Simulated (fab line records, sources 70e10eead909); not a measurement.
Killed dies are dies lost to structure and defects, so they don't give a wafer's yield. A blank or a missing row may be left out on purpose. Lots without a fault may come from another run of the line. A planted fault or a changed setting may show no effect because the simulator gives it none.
fab line records | flow nand_harc | part 1 of 2: steps 1 to 35 of 44
record lots=5 wafers=15 last_day=24
route steps=1159 shown P_STI@102 P_GATE@110
lots that met no fault: from a run of the same line without faults
start_h: hours from the record's first day to the start of the lot's first wafer shown | wait_h: hours since the lot's step before | " the same as in the row above | L1.1+2: a row that stands for several wafers | - no value, or no start given | * or withheld: withheld | < > ~ a bound
route shown NAME@n: a module of which the file shows steps, and the number in the route of the first | usual: mean/standard deviation of fault-free wafers | same: alike in all rows | chamber/n: place in a boat | sites: the reading at each site | _std_site: their standard deviation | _edge_site: outer sites' mean less inner sites' | radius_mm: how far each site lies from the wafer's centre | mask NAME#n: copy n | behind: the tool/chamber that last shaped the wafer | hold: why the lot was held/for how many hours/how that ended | device: the transistor (n, p or np) that didn't switch | end of line: the same wafers' tests at the end of the route | a step without rows: its recipe alone | killed: dies lost to structure and defects at the first sort, not the wafer's yield | map: a wafer's dies, x killed, . not, _ none there
set.NAME: the setting as run; set.NAME@STEP: as run at that earlier step | model.NAME: the simulator's own value behind a step, which no gauge read
lots at some steps of the route; a table a step, a row a wafer
services: from which hour (start_h, from the record's first day; less than 0 if before it) a tool's chamber was out of use, for how many hours, and why
## steps
# step NHARC_P_STI_SRD_35
# columns lot.wafer tool chamber start_h wait_h
L074.3+1+4 wet_bench-04 7,1,3 57.09 0.0
L079.3+1+4 wet_bench-05 4,5,1 82.92 0.0
L078.6+4+5 wet_bench-04 5,7,0 82.93 0.0
L091.6+4+1 wet_bench-07 4,6,7 156.49 0.0
L096.5+1+6 wet_bench-04 6,7,1 187.02 0.0
# step NHARC_P_STI_ETCH_36
# recipe target_depth_a=388 chemistry=dHF material=SiO2
# columns lot.wafer tool chamber start_h wait_h
L074.3+1+4 wet_bench-04 7,1,3 57.11 0.0
L079.3+1+4 wet_bench-05 4,5,1 82.94 0.0
L078.6+4+5 wet_bench-04 5,7,0 82.95 0.0
L091.6+4+1 wet_bench-07 4,6,7 156.51 0.0
L096.5+1+6 wet_bench-04 6,7,1 187.04 0.0
# step NHARC_P_STI_STRIP_24
# recipe temp_c=160 chemistry=H3PO4 material=Si3N4
# columns lot.wafer tool chamber start_h wait_h
L074.3+1+4 wet_bench-04 7,1,3 57.13 0.0
L079.3+1+4 wet_bench-05 4,5,1 82.95 0.0
L078.6+4+5 wet_bench-04 5,7,0 82.96 0.0
L091.6+4+1 wet_bench-07 4,6,7 156.53 0.0
L096.5+1+6 wet_bench-04 6,7,1 187.06 0.0
# step NHARC_P_STI_ETCH_37
# recipe target_depth_a=110 chemistry=dHF material=SiO2
# columns lot.wafer tool chamber start_h wait_h
L074.3+1+4 wet_bench-04 7,1,3 - -
L079.3+1+4 wet_bench-05 4,5,1 - -
L078.6+4+5 wet_bench-04 5,7,0 - -
L091.6+4+1 wet_bench-07 4,6,7 - -
L096.5+1+6 wet_bench-04 6,7,1 - -
# step NHARC_P_STI_PRECLEAN_38
# recipe time_s=* temp_c=50 bath_age_min=0 chemistry=SC1
# columns lot.wafer tool chamber start_h wait_h
L074.3+1+4 wet_bench-04 7,1,3 - -
L079.3+1+4 wet_bench-05 4,5,1 - -
L078.6+4+5 wet_bench-04 5,7,0 - -
L091.6+4+1 wet_bench-07 4,6,7 - -
L096.5+1+6 wet_bench-04 6,7,1 - -
# step NHARC_P_STI_SRD_39
# columns lot.wafer tool chamber start_h wait_h
L074.3+1+4 wet_bench-04 7,1,3 - -
L079.3+1+4 wet_bench-05 4,5,1 - -
L078.6+4+5 wet_bench-04 5,7,0 - -
L091.6+4+1 wet_bench-07 4,6,7 - -
L096.5+1+6 wet_bench-04 6,7,1 - -
# step NHARC_P_STI_OXIDE_40
# recipe target_thk_a=100 temp_c=900 ox_time_s=1362 material=SiO2
# same ox_time_s=1362
# columns lot.wafer tool chamber start_h wait_h
L074.1+3+4 furnace-02 0 58.70 -
L078.4+5+6 furnace-06 0 89.23 -
L079.1+3+4 furnace-06 0 89.23 -
L091.1+4+6 furnace-07 0 160.54 -
L096.1+5+6 furnace-07 0 191.06 -
# step NHARC_P_STI_INSPECT_25
# usual raw_defect_count=224/76
# columns lot.wafer tool chamber start_h wait_h raw_defect_count
L074.1 defect_inspect-02 - 62.76 0.4 402
L074.3 " - " " 401
L074.4 " - " " 389
L079.1 defect_inspect-01 - 93.32 0.4 245
L079.3 " - " " 199
L079.4 " - " " 241
L078.4 defect_inspect-02 - 93.32 0.4 215
L078.5 " - " " 178
L078.6 " - " " 201
L091.1 defect_inspect-01 - 164.62 0.4 272
L091.4 " - " " 342
L091.6 " - " " 330
L096.1 defect_inspect-02 - 195.11 0.4 181
L096.5 " - " " 132
L096.6 " - " " 198
# step NHARC_P_GATE_ETCH_69
# recipe target_depth_a=140 chemistry=dHF material=SiO2
# columns lot.wafer tool chamber start_h wait_h
L074.3+4+1 wet_bench-03 0,1,4 62.82 0.1
L078.4+6+5 wet_bench-09 4,7,0 93.37 0.0
L079.3+1+4 wet_bench-06 5,7,0 93.39 0.1
L091.6+1+4 wet_bench-06 3,6,0 164.68 0.0
L096.6+5+1 wet_bench-03 7,1,2 195.20 0.1
# step NHARC_P_GATE_PRECLEAN_70
# recipe time_s=* temp_c=50 bath_age_min=0 chemistry=SC1
# columns lot.wafer tool chamber start_h wait_h
L074.3+4+1 wet_bench-03 0,1,4 62.90 0.1
L078.4+6+5 wet_bench-09 4,7,0 93.47 0.1
L079.3+1+4 wet_bench-06 5,7,0 93.47 0.1
L091.6+1+4 wet_bench-06 3,6,0 164.77 0.1
L096.6+5+1 wet_bench-03 7,1,2 195.26 0.1
# step NHARC_P_GATE_SRD_01
# columns lot.wafer tool chamber start_h wait_h
L074.3+4+1 wet_bench-03 0,1,4 - -
L078.4+6+5 wet_bench-09 4,7,0 - -
L079.3+1+4 wet_bench-06 5,7,0 - -
L091.6+1+4 wet_bench-06 3,6,0 - -
L096.6+5+1 wet_bench-03 7,1,2 - -
# step NHARC_P_GATE_OXIDE_02
# recipe target_thk_a=375 temp_c=950 p_h2o_torr=720 ox_time_s=365 material=SiO2
# same ox_time_s=365
# columns lot.wafer tool chamber start_h wait_h
L074.1+3+4 furnace-01 0 65.80 -
L078.4+5+6 furnace-08 0 96.60 -
L079.1+3+4 furnace-08 0 96.60 -
L091.1+4+6 furnace-08 0 167.90 -
L096.1+5+6 furnace-04 0 198.39 -
# step NHARC_P_GATE_DEHYDRATE_03
# recipe temp_c=150 time_s=120
# usual exhaust_pa=44.9/0.79
# columns lot.wafer tool chamber start_h wait_h exhaust_pa
L074.1 litho_track-05 0 70.41 0.4 44.3
L074.3 " 0 " " 45.3
L074.4 " 0 " " 46.0
L079.1 litho_track-07 0 101.18 0.4 47.0
L079.3 " 0 " " 45.4
L079.4 " 0 " " 45.1
L078.4 litho_track-03 0 101.18 0.4 46.0
L078.5 " 0 " " 45.4
L078.6 " 0 " " 45.0
L091.1 litho_track-03 0 172.52 0.4 44.5
L091.4 " 0 " " 44.2
L091.6 " 0 " " 45.3
L096.1 litho_track-03 0 203.03 0.4 46.0
L096.5 " 0 " " 45.1
L096.6 " 0 " " 45.9
# step NHARC_P_GATE_HMDS_04
# recipe time_s=30
# usual exhaust_pa=44.9/0.81
# columns lot.wafer tool chamber start_h wait_h exhaust_pa
L074.1 litho_track-05 0 - - 44.9
L074.3 " 0 " " 46.1
L074.4 " 0 " " 46.2
L079.1 litho_track-07 0 - - 44.8
L079.3 " 0 " " 44.3
L079.4 " 0 " " 45.0
L078.4 litho_track-03 0 - - 44.1
L078.5 " 0 " " 46.8
L078.6 " 0 " " 45.1
L091.1 litho_track-03 0 - - 45.4
L091.4 " 0 " " 44.7
L091.6 " 0 " " 44.2
L096.1 litho_track-03 0 - - 46.1
L096.5 " 0 " " 45.7
L096.6 " 0 " " 46.4
# step NHARC_P_GATE_COAT_05
# recipe spin_rpm=4690
# usual exhaust_pa=44.9/0.92
# columns lot.wafer tool chamber start_h wait_h exhaust_pa
L074.1 litho_track-05 0 - - 44.6
L074.3 " 0 " " 44.8
L074.4 " 0 " " 44.0
L079.1 litho_track-07 0 - - 44.5
L079.3 " 0 " " 45.7
L079.4 " 0 " " 45.6
L078.4 litho_track-03 0 - - 43.1
L078.5 " 0 " " 45.3
L078.6 " 0 " " 44.5
L091.1 litho_track-03 0 - - 45.6
L091.4 " 0 " " 45.8
L091.6 " 0 " " 45.1
L096.1 litho_track-03 0 - - 43.0
L096.5 " 0 " " 44.3
L096.6 " 0 " " 44.6
# step NHARC_P_GATE_SOFTBAKE_06
# recipe temp_c=122 time_s=95
# usual exhaust_pa=44.9/0.82
# columns lot.wafer tool chamber start_h wait_h exhaust_pa
L074.1 litho_track-05 0 - - 45.5
L074.3 " 0 " " 46.3
L074.4 " 0 " " 44.7
L079.1 litho_track-07 0 - - 45.2
L079.3 " 0 " " 44.1
L079.4 " 0 " " 44.6
L078.4 litho_track-03 0 - - 45.7
L078.5 " 0 " " 46.3
L078.6 " 0 " " 44.9
L091.1 litho_track-03 0 - - 43.8
L091.4 " 0 " " 44.7
L091.6 " 0 " " 44.5
L096.1 litho_track-03 0 - - 44.7
L096.5 " 0 " " 46.6
L096.6 " 0 " " 45.3
# step NHARC_P_GATE_EBR_07
# usual exhaust_pa=45.2/0.84
# columns lot.wafer tool chamber start_h wait_h exhaust_pa
L074.1 litho_track-05 0 - - 43.4
L074.3 " 0 " " 44.7
L074.4 " 0 " " 45.6
L079.1 litho_track-07 0 - - 45.0
L079.3 " 0 " " 45.0
L079.4 " 0 " " 46.0
L078.4 litho_track-03 0 - - 44.8
L078.5 " 0 " " 44.0
L078.6 " 0 " " 45.9
L091.1 litho_track-03 0 - - 44.0
L091.4 " 0 " " 45.6
L091.6 " 0 " " 45.9
L096.1 litho_track-03 0 - - 43.9
L096.5 " 0 " " 44.4
L096.6 " 0 " " 44.7
# step NHARC_P_GATE_EXPOSE_08
# recipe na=0.6 dose_mj=16.75 mask_id=P_HV
# columns lot.wafer tool chamber start_h wait_h mask
L074.1+3+4 krf_scanner-03 0 70.71 - P_HV#0
L078.4+5+6 krf_scanner-03 0 101.47 - P_HV#0
L079.1+3+4 krf_scanner-01 0 101.61 - P_HV#0
L091.1+4+6 krf_scanner-03 0 172.83 - P_HV#0
L096.1+5+6 krf_scanner-02 0 203.30 - P_HV#0
# step NHARC_P_GATE_PEB_09
# recipe peb_temp_c=118 peb_time_s=85
# usual exhaust_pa=45.1/0.87
# columns lot.wafer tool chamber start_h wait_h exhaust_pa
L074.1 litho_track-03 0 70.78 0.1 44.3
L074.3 " 0 " " 45.6
L074.4 " 0 " " 45.7
L078.4 litho_track-07 0 101.52 0.0 44.6
L078.5 " 0 " " 44.1
L078.6 " 0 " " 44.1
L079.1 litho_track-03 0 101.67 0.1 45.4
L079.3 " 0 " " 45.1
L079.4 " 0 " " 43.6
L091.1 litho_track-05 0 172.89 0.1 44.4
L091.4 " 0 " " 45.0
L091.6 " 0 " " 44.4
L096.1 litho_track-03 0 203.37 0.1 44.9
L096.5 " 0 " " 45.7
L096.6 " 0 " " 47.1
# step NHARC_P_GATE_DEVELOP_10
# recipe time_s=70
# usual exhaust_pa=44.9/0.95
# columns lot.wafer tool chamber start_h wait_h exhaust_pa
L074.1 litho_track-03 0 - - 46.5
L074.3 " 0 " " 44.5
L074.4 " 0 " " 47.4
L078.4 litho_track-07 0 - - 44.4
L078.5 " 0 " " 45.6
L078.6 " 0 " " 45.7
L079.1 litho_track-03 0 - - 44.9
L079.3 " 0 " " 45.3
L079.4 " 0 " " 43.9
L091.1 litho_track-05 0 - - 44.2
L091.4 " 0 " " 43.8
L091.6 " 0 " " 43.9
L096.1 litho_track-03 0 - - 44.2
L096.5 " 0 " " 44.6
L096.6 " 0 " " 44.3
# step NHARC_P_GATE_CD_MEAS_11
# recipe target_cd_nm=1640 landing_energy_ev=500
# usual cd_nm=1640.5/1.3
# columns lot.wafer tool chamber start_h wait_h cd_nm
L074.1 cd_sem-02 0 70.87 - 1640.5
L074.3 " 0 " " 1638.9
L074.4 " 0 " " 1640.8
L078.4 cd_sem-03 0 101.62 - 1642.0
L078.5 " 0 " " 1641.5
L078.6 " 0 " " 1642.8
L079.1 cd_sem-03 0 101.77 - 1640.4
L079.3 " 0 " " 1640.5
L079.4 " 0 " " 1641.6
L091.1 cd_sem-02 0 172.99 - 1642.0
L091.4 " 0 " " 1641.8
L091.6 " 0 " " 1641.4
L096.1 cd_sem-03 0 203.46 - 1640.3
L096.5 " 0 " " 1640.3
L096.6 " 0 " " 1640.9
# step NHARC_P_GATE_HARDBAKE_12
# recipe temp_c=125 time_s=80
# usual exhaust_pa=44.7/0.92
# columns lot.wafer tool chamber start_h wait_h exhaust_pa
L074.1 litho_track-07 0 70.95 - 44.6
L074.3 " 0 " " 45.0
L074.4 " 0 " " 44.4
L078.4 litho_track-07 0 101.71 - 43.8
L078.5 " 0 " " 43.8
L078.6 " 0 " " 44.9
L079.1 litho_track-03 0 101.85 - 44.4
L079.3 " 0 " " 44.6
L079.4 " 0 " " 45.3
L091.1 litho_track-03 0 173.06 - 43.6
L091.4 " 0 " " 43.0
L091.6 " 0 " " 43.2
L096.1 litho_track-05 0 203.55 - 44.8
L096.5 " 0 " " 45.6
L096.6 " 0 " " 45.2
# step NHARC_P_GATE_DESCUM_13
# recipe time_s=3 o2_flow_sccm=200 ar_flow_sccm=0 bias_power_w=0 chemistry=O2
# usual drypump_motor_current_A=5.58/0.29 oes_product_au=1.003/0.0073 rf_vpp_V=57.8/0.92 showerhead_plenum_p_Torr=1.94/0.072 throttle_valve_pct=11.311/0.0086
# columns lot.wafer tool chamber start_h wait_h drypump_motor_current_A oes_product_au rf_hours_counter_h rf_vpp_V showerhead_plenum_p_Torr throttle_valve_pct
L074.4 rie_diel-12 3 71.03 - 5.43 1.004 5 58.0 1.86 11.307
L074.1 " 1 " " 5.75 0.995 6 58.1 1.91 11.291
L074.3 " 2 " " 5.88 1.000 6 57.4 1.86 11.304
L078.4 rie_diel-04 2 101.82 - 5.07 0.998 58 58.2 1.95 11.311
L078.6 " 3 " " 5.76 0.993 - 57.3 1.99 11.313
L078.5 " 0 " " 5.37 1.001 - 59.1 1.88 11.321
L079.1 rie_diel-04 2 101.93 - 5.06 0.994 58 59.0 1.95 11.320
L079.4 " 0 " " 5.38 0.993 58 57.1 1.88 11.295
L079.3 " 1 " " 5.56 1.002 56 56.8 1.77 11.315
L091.4 rie_diel-12 3 173.16 - 5.43 0.998 22 57.2 1.85 11.307
L091.1 " 0 " " 5.54 1.006 27 59.1 2.02 11.319
L091.6 " 3 " " 5.44 0.996 - 56.9 1.85 11.321
L096.1 rie_diel-02 1 203.68 - 5.82 0.989 20 57.6 1.90 11.314
L096.5 " 1 " " 5.83 0.991 - 58.7 1.90 11.299
L096.6 " 2 " " 6.21 0.988 - 57.6 2.02 11.297
# step NHARC_P_GATE_ETCH_14
# recipe target_depth_a=488 chemistry=dHF material=SiO2
# columns lot.wafer tool chamber start_h wait_h
L074.4+1+3 wet_bench-03 3,4,5 71.18 0.1
L078.5+4+6 wet_bench-09 7,1,2 101.93 0.1
L079.1+3+4 wet_bench-06 4,6,0 102.07 0.1
L091.6+1+4 wet_bench-09 5,7,0 173.28 0.1
L096.5+1+6 wet_bench-03 7,0,3 203.83 0.1
# step NHARC_P_GATE_STRIP_15
# recipe time_s=780 temp_c=130 chemistry=SPM
# columns lot.wafer tool chamber start_h wait_h
L074.4+1+3 wet_bench-03 3,4,5 71.22 0.0
L078.5+4+6 wet_bench-09 7,1,2 101.97 0.0
L079.1+3+4 wet_bench-06 4,6,0 102.11 0.0
L091.6+1+4 wet_bench-09 5,7,0 173.32 0.0
L096.5+1+6 wet_bench-03 7,0,3 203.87 0.0
# step NHARC_P_GATE_PRECLEAN_71
# recipe time_s=* temp_c=50 bath_age_min=0 chemistry=SC1
# columns lot.wafer tool chamber start_h wait_h
L074.4+1+3 wet_bench-03 3,4,5 - -
L078.5+4+6 wet_bench-09 7,1,2 - -
L079.1+3+4 wet_bench-06 4,6,0 - -
L091.6+1+4 wet_bench-09 5,7,0 - -
L096.5+1+6 wet_bench-03 7,0,3 - -
# step NHARC_P_GATE_SRD_72
# columns lot.wafer tool chamber start_h wait_h
L074.4+1+3 wet_bench-03 3,4,5 - -
L078.5+4+6 wet_bench-09 7,1,2 - -
L079.1+3+4 wet_bench-06 4,6,0 - -
L091.6+1+4 wet_bench-09 5,7,0 - -
L096.5+1+6 wet_bench-03 7,0,3 - -
# step NHARC_P_GATE_OXIDE_16
# recipe target_thk_a=30 temp_c=875 ox_time_s=392 material=SiO2
# same ox_time_s=392
# columns lot.wafer tool chamber start_h wait_h
L074.1+3+4 furnace-08 0 75.41 -
L078.4+5+6 furnace-01 0 105.08 -
L079.1+3+4 furnace-01 0 105.08 -
L091.1+4+6 furnace-01 0 176.28 -
L096.1+5+6 furnace-04 0 207.68 -
# step NHARC_P_GATE_CVD_17
# recipe target_thk_a=1500 temp_c=620 time_s=900 material=poly-Si
# columns lot.wafer tool chamber start_h wait_h
L074.1+3+4 lpcvd_poly-03 0 81.66 2.7
L078.4+5+6 lpcvd_poly-03 0 111.32 2.7
L079.1+3+4 lpcvd_poly-03 0 111.32 2.7
L091.1+4+6 lpcvd_poly-01 0 182.75 2.9
L096.1+5+6 lpcvd_poly-03 0 213.92 2.7
# step NHARC_P_GATE_HM_DEP_102
# recipe target_thk_a=1200 temp_c=400 material=aC
# usual throttle_valve_pct=35.000/0.0098
# columns lot.wafer tool chamber start_h wait_h throttle_valve_pct
L074.1 acl_dep-03 0 84.28 0.4 35.013
L074.3 " 0 " " 34.997
L074.4 " 0 " " 35.015
L079.1 acl_dep-03 0 113.94 0.4 34.997
L079.3 " 0 " " 34.990
L079.4 " 0 " " 35.012
L078.4 acl_dep-02 0 114.28 0.7 34.998
L078.5 " 0 " " 34.993
L078.6 " 0 " " 34.986
L091.1 acl_dep-02 0 188.00 3.0 35.006
L091.4 " 0 " " 35.002
L091.6 " 0 " " 34.993
L096.1 acl_dep-01 0 216.52 0.4 34.994
L096.5 " 0 " " 35.014
L096.6 " 0 " " 35.004
# step NHARC_P_GATE_DEP_103
# recipe target_thk_a=300 target_thk_nm=30 temp_c=400 flow_sccm=200 rf_w=350 material=SiON
# usual heater_power_w=753/94
# columns lot.wafer tool chamber start_h wait_h heater_power_w since_wet_clean_h
L074.3 pecvd-03 0 84.97 0.4 587 142
L074.1 " 1 " " 849 142
L074.4 " 0 " " 594 -
L079.3 pecvd-02 2 114.67 0.4 981 130
L079.1 " 0 " " 819 130
L079.4 " 1 " " 755 -
L078.4 pecvd-01 0 114.90 0.5 778 -
L078.5 " 1 " " 723 -
L078.6 " 2 " " 738 -
L091.1 pecvd-01 0 188.71 0.6 801 120
L091.4 " 0 " " 786 -
L091.6 " 1 " " 749 -
L096.1 pecvd-03 2 217.23 0.6 814 93
L096.6 " 0 " " 607 -
L096.5 " 2 " " 786 -
# step NHARC_P_GATE_DEHYDRATE_18
# recipe temp_c=150 time_s=120
# usual exhaust_pa=44.9/1
# columns lot.wafer tool chamber start_h wait_h exhaust_pa
L074.1 litho_track-04 0 85.20 0.2 44.9
L074.3 " 0 " " 43.2
L074.4 " 0 " " 44.6
L079.1 litho_track-01 0 114.94 0.2 44.1
L079.3 " 0 " " 43.9
L079.4 " 0 " " 43.9
L078.4 litho_track-04 0 115.11 0.2 45.6
L078.5 " 0 " " 46.2
L078.6 " 0 " " 45.3
L091.1 litho_track-04 0 189.02 0.3 45.9
L091.4 " 0 " " 45.2
L091.6 " 0 " " 44.0
L096.1 litho_track-01 0 217.55 0.3 45.4
L096.5 " 0 " " 44.1
L096.6 " 0 " " 45.0
# step NHARC_P_GATE_HMDS_19
# recipe time_s=30
# usual exhaust_pa=45.1/0.99
# columns lot.wafer tool chamber start_h wait_h exhaust_pa
L074.1 litho_track-04 0 - - 45.3
L074.3 " 0 " " 44.8
L074.4 " 0 " " 46.2
L079.1 litho_track-01 0 - - 44.0
L079.3 " 0 " " 43.2
L079.4 " 0 " " 43.7
L078.4 litho_track-04 0 - - 46.0
L078.5 " 0 " " 44.6
L078.6 " 0 " " 44.9
L091.1 litho_track-04 0 - - 45.4
L091.4 " 0 " " 43.9
L091.6 " 0 " " 43.6
L096.1 litho_track-01 0 - - 45.5
L096.5 " 0 " " 44.7
L096.6 " 0 " " 44.4
# step NHARC_P_GATE_COAT_20
# recipe spin_rpm=1500 resist_thk_nm=90
# usual exhaust_pa=45.0/0.85
# columns lot.wafer tool chamber start_h wait_h exhaust_pa
L074.1 litho_track-04 0 - - 44.8
L074.3 " 0 " " 45.1
L074.4 " 0 " " 44.0
L079.1 litho_track-01 0 - - 45.3
L079.3 " 0 " " 44.3
L079.4 " 0 " " 45.4
L078.4 litho_track-04 0 - - 45.1
L078.5 " 0 " " 46.8
L078.6 " 0 " " 44.2
L091.1 litho_track-04 0 - - 44.8
L091.4 " 0 " " 44.8
L091.6 " 0 " " 44.3
L096.1 litho_track-01 0 - - 44.0
L096.5 " 0 " " 44.7
L096.6 " 0 " " 42.6
# step NHARC_P_GATE_SOFTBAKE_21
# recipe temp_c=105 time_s=55
# usual exhaust_pa=45.2/0.81
# columns lot.wafer tool chamber start_h wait_h exhaust_pa
L074.1 litho_track-04 0 - - 45.2
L074.3 " 0 " " 44.9
L074.4 " 0 " " 46.3
L079.1 litho_track-01 0 - - 44.6
L079.3 " 0 " " 46.1
L079.4 " 0 " " 45.0
L078.4 litho_track-04 0 - - 45.9
L078.5 " 0 " " 46.1
L078.6 " 0 " " 45.1
L091.1 litho_track-04 0 - - 44.7
L091.4 " 0 " " 44.5
L091.6 " 0 " " 43.5
L096.1 litho_track-01 0 - - 45.6
L096.5 " 0 " " 46.5
L096.6 " 0 " " 45.9
